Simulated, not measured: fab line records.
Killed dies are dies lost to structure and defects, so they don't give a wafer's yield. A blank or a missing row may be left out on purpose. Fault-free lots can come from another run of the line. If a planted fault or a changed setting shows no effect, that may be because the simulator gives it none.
Matching of chambers / flow nandHarc / pecvd-03 running NHARC_A_SLIT_DEP_23: 3 sister chambers
The step deposits SiON, target thk 100 nm. 20 wafers are shown with their chamber, then 10 later ones without.

WAFERS WITH THEIR CHAMBER
wafer=L076.1; chamber=0; showerheadVppV (V)=1164; heaterPowerW (W)=857
wafer=L076.5; chamber=2; showerheadVppV (V)=1166; heaterPowerW (W)=865
wafer=L076.6; chamber=0; showerheadVppV (V)=1150; heaterPowerW (W)=835
wafer=L077.1; chamber=2; showerheadVppV (V)=1166; heaterPowerW (W)=813
wafer=L077.5; chamber=0; showerheadVppV (V)=1159; heaterPowerW (W)=770
wafer=L077.6; chamber=1; showerheadVppV (V)=1050; heaterPowerW (W)=684
wafer=L078.1; chamber=1; showerheadVppV (V)=1029; heaterPowerW (W)=684
wafer=L078.2; chamber=2; showerheadVppV (V)=1151; heaterPowerW (W)=802
wafer=L078.4; chamber=2; showerheadVppV (V)=1196; heaterPowerW (W)=806
wafer=L082.2; chamber=1; showerheadVppV (V)=1048; heaterPowerW (W)=704
wafer=L082.3; chamber=1; showerheadVppV (V)=1039; heaterPowerW (W)=713
wafer=L082.6; chamber=1; showerheadVppV (V)=1050; heaterPowerW (W)=573
wafer=L083.1; chamber=2; showerheadVppV (V)=1153; heaterPowerW (W)=758
wafer=L083.3; chamber=0; showerheadVppV (V)=1128; heaterPowerW (W)=819
wafer=L083.6; chamber=0; showerheadVppV (V)=1140; heaterPowerW (W)=871
wafer=L085.1; chamber=1; showerheadVppV (V)=1028; heaterPowerW (W)=720
wafer=L085.4; chamber=0; showerheadVppV (V)=1164; heaterPowerW (W)=846
wafer=L085.6; chamber=2; showerheadVppV (V)=1174; heaterPowerW (W)=826
wafer=L084.1; chamber=2; showerheadVppV (V)=1162; heaterPowerW (W)=786
wafer=L084.2; chamber=0; showerheadVppV (V)=1135; heaterPowerW (W)=860

SIGNATURES (averages over the wafers above)
reading=showerheadVppV; chamber 0=1148.57; chamber 1=1040.67; chamber 2=1166.86; scatter within a chamber=13.6
reading=heaterPowerW; chamber 0=836.86; chamber 1=679.67; chamber 2=808.00; scatter within a chamber=40.8
Rule: a wafer lies at a distance from a chamber equal to the root of the sum of squares, over the readings, of (its reading less the chamber's mean, divided by the reading's scatter). If the next closest chamber is less than 2 further off than the closest, the wafer can't be placed; otherwise it belongs to the closest. How the scatter is found: for the shown wafers, subtract from each reading the mean of its chamber, square and add these, divide the total by (wafers less chambers), then take the root.

WAFERS WITHOUT THEIR CHAMBER
wafer=L084.5; showerheadVppV (V)=1153; heaterPowerW (W)=793
wafer=L086.1; showerheadVppV (V)=1164; heaterPowerW (W)=830
wafer=L086.5; showerheadVppV (V)=1170; heaterPowerW (W)=833
wafer=L086.6; showerheadVppV (V)=1041; heaterPowerW (W)=679
wafer=L090.4; showerheadVppV (V)=1169; heaterPowerW (W)=832
wafer=L090.5; showerheadVppV (V)=1135; heaterPowerW (W)=860
wafer=L090.6; showerheadVppV (V)=1042; heaterPowerW (W)=648
wafer=L093.1; showerheadVppV (V)=1036; heaterPowerW (W)=688
wafer=L093.3; showerheadVppV (V)=1174; heaterPowerW (W)=846
wafer=L093.4; showerheadVppV (V)=1033; heaterPowerW (W)=690

WHICH CHAMBER EACH WENT THROUGH
wafer=L084.5; from the rows above=can't be placed: 2 or 0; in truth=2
wafer=L086.1; from the rows above=can't be placed: 2 or 0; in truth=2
wafer=L086.5; from the rows above=can't be placed: 2 or 0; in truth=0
wafer=L086.6; from the rows above=1; in truth=1
wafer=L090.4; from the rows above=can't be placed: 2 or 0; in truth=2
wafer=L090.5; from the rows above=can't be placed: 0 or 2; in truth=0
wafer=L090.6; from the rows above=1; in truth=1
wafer=L093.1; from the rows above=1; in truth=1
wafer=L093.3; from the rows above=can't be placed: 2 or 0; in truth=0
wafer=L093.4; from the rows above=1; in truth=1
Correct placement for 4 of the 10. Not placeable from these rows: 6 (in 6, the candidates include the true chamber). 0 placed wrongly.
